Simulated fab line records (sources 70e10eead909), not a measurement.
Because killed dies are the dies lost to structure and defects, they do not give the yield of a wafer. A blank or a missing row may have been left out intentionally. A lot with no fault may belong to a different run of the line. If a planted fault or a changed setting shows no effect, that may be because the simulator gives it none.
Shared-tool check    flow nandHarc    Lots sampled 13, wafers sampled 39

== WHY IT WAS OPENED ==
On 2 of the 13 lots, a flag is raised at NHARC_A_CONTACT_INSPECT_44 on the reading rawDefectCount. Fault-free wafers read 28, with a standard deviation of 16.
Rule: a lot is flagged when every wafer of it that has a number lies more than 4 standard deviations from that mean, or none has a number. The rest of the lots are taken to be sound.

lot   measured      on                rawDefectCount, wafer by wafer  flag
L290  day 16 10:44  defectInspect-02  16 17 7                         
L289  day 16 11:02  defectInspect-01  22 21 23                        
L291  day 16 22:18  defectInspect-02  6 7 6                           
L292  day 16 23:39  defectInspect-02  30 19 27                        
L298  day 18 14:35  defectInspect-01  974 1053 1050                   FLAGGED
L299  day 18 17:20  defectInspect-02  999 1009 1061                   FLAGGED
L303  day 19 07:12  defectInspect-02  29 38 41                        
L306  day 21 03:29  defectInspect-02  21 26 26                        
L308  day 21 10:38  defectInspect-02  8 8 12                          
L309  day 21 13:23  defectInspect-02  27 33 40                        
L311  day 21 16:37  defectInspect-01  10 21 11                        
L310  day 21 22:00  defectInspect-01  41 28 32                        
L312  day 22 08:04  defectInspect-02  62 46 52                        
Average over the flagged lots: 1024; offset from the usual +996, equal to +62 standard deviations.

== EACH LOT AND THE TOOL IT RAN ON ==
The record holds 2 process steps before the reading, out of a route of 1159 steps. Every cell lists first the tool, next ch and the chambers used by the sampled wafers, and last the start.
lot   flag     NHARC_A_WL_FILL_ETCHBACK_26      NHARC_A_CONTACT_DEP_28
L290           rieSi-03 ch 0,2,3, day 15 20:11  aclDep-03 ch 0, day 16 07:46
L289           rieSi-04 ch 1,3, day 15 22:52    aclDep-02 ch 0, day 16 07:59
L291           rieSi-04 ch 0,2,3, day 16 12:28  aclDep-03 ch 0, day 16 19:50
L292           rieSi-06 ch 0,1,2, day 16 12:28  aclDep-01 ch 0, day 16 21:30
L298  FLAGGED  rieSi-04 ch 0,1,3, day 18 03:26  aclDep-03 ch 0, day 18 11:32
L299  FLAGGED  rieSi-06 ch 0,2,3, day 18 05:43  aclDep-03 ch 0, day 18 15:29
L303           rieSi-06 ch 0,1, day 18 19:34    aclDep-02 ch 0, day 19 04:06
L306           rieSi-04 ch 0,1,2, day 20 13:22  aclDep-03 ch 0, day 21 01:27
L308           rieSi-03 ch 0,2, day 20 16:11    aclDep-02 ch 0, day 21 07:56
L309           rieSi-06 ch 0,2,3, day 20 16:11  aclDep-03 ch 0, day 21 10:43
L311           rieSi-03 ch 1,2,3, day 20 19:22  aclDep-01 ch 0, day 21 13:31
L310           rieSi-06 ch 1,2, day 20 19:22    aclDep-01 ch 0, day 21 19:39
L312           rieSi-04 ch 1,3, day 21 00:53    aclDep-03 ch 0, day 22 05:43
What the steps here do:
- NHARC_A_WL_FILL_ETCHBACK_26: etches the open film in HBr, target depth 52 nm, time 13.3 s.
- NHARC_A_CONTACT_DEP_28: deposits aC, target thk 3600 nm.
- NHARC_A_CONTACT_INSPECT_44

== FLAGGED OVER TOTAL, TOOL BY TOOL (the gauges that took the reading come last) ==
step                         tool              lots run  flagged  share of the flagged lots  sound lots run after its first flagged lot
NHARC_A_WL_FILL_ETCHBACK_26  rieSi-03          3         0        none                       -
NHARC_A_WL_FILL_ETCHBACK_26  rieSi-04          5         1        some                       2 (L306,L312)
NHARC_A_WL_FILL_ETCHBACK_26  rieSi-06          5         1        some                       3 (L303,L309,L310)
NHARC_A_CONTACT_DEP_28       aclDep-01         3         0        none                       -
NHARC_A_CONTACT_DEP_28       aclDep-02         3         0        none                       -
NHARC_A_CONTACT_DEP_28       aclDep-03         7         2        all                        3 (L306,L309,L312)
NHARC_A_CONTACT_INSPECT_44   defectInspect-01  4         1        some                       2 (L311,L310)
NHARC_A_CONTACT_INSPECT_44   defectInspect-02  9         1        some                       5 (L303,L306,L308,L309,L312)

== THE TABLE: WHAT IT ALLOWS ==
In the table, 1 row covers all flagged lots: aclDep-03 at NHARC_A_CONTACT_DEP_28.
- aclDep-03 at NHARC_A_CONTACT_DEP_28: 2 of its 7 lots flagged. Lots that were sound ran on it after the first flagged one (L306, L309, L312); a persistent fault on the entire tool would not allow that.
No row of the table ran every flagged lot and no sound lot after the first.

== WHAT THE SIMULATOR PUT IN ==
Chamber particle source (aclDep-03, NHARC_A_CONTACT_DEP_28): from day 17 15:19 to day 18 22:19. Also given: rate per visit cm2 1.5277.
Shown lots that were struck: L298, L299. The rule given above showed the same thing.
